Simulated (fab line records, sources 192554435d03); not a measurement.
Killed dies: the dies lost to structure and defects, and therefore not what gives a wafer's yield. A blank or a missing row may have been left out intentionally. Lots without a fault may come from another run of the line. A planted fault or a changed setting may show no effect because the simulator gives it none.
Chamber matching	flow n5-finfet	N5_HKMG_FIN_ETCH_55 on rie-diel-06: 4 sister chambers
The step etches SOC in N2/H2, target depth 240 nm, time 300 s. 4 wafers are shown with their chamber, then 9 later ones without.

## WAFERS PAIRED WITH THEIR CHAMBERS
wafer	chamber	showerhead-plenum-p-Torr (Torr)
L083.5	2	2.60
L087.4	3	2.49
L087.5	0	2.63
L087.6	1	2.60

## WAFERS WITHOUT THEIR CHAMBER
wafer	showerhead-plenum-p-Torr (Torr)
L092.2	2.49
L092.4	2.49
L092.6	2.49
L093.1	2.63
L093.5	2.63
L093.6	2.49
L096.1	2.59
L096.3	2.62
L096.5	2.59

## EACH ONE'S CHAMBER
wafer	from the rows above	in truth
L092.2	3	3
L092.4	3	3
L092.6	3	3
L093.1	0	0
L093.5	0	0
L093.6	3	3
L096.1	can't be placed: 1 or 2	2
L096.3	can't be placed: 0 or 1 or 2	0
L096.5	can't be placed: 1 or 2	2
6 of 9 placed correctly. From these rows, 3 cannot be placed; in 3 the true chamber is one of the candidates. 0 placed wrongly.
How it was worked out, from the rows above alone: a wafer's distance from a chamber is the root of the sum, over the readings, of the square of ((its reading less the chamber's mean) divided by the reading's scatter). If the next closest chamber is less than 2 further off than the closest, the wafer can't be placed; otherwise it belongs to the closest. For every chamber, the mean is computed from those of its wafers that are shown. The scatter: root of mean squared gap, hidden wafer to nearest shown wafer, with one shown wafer a chamber.
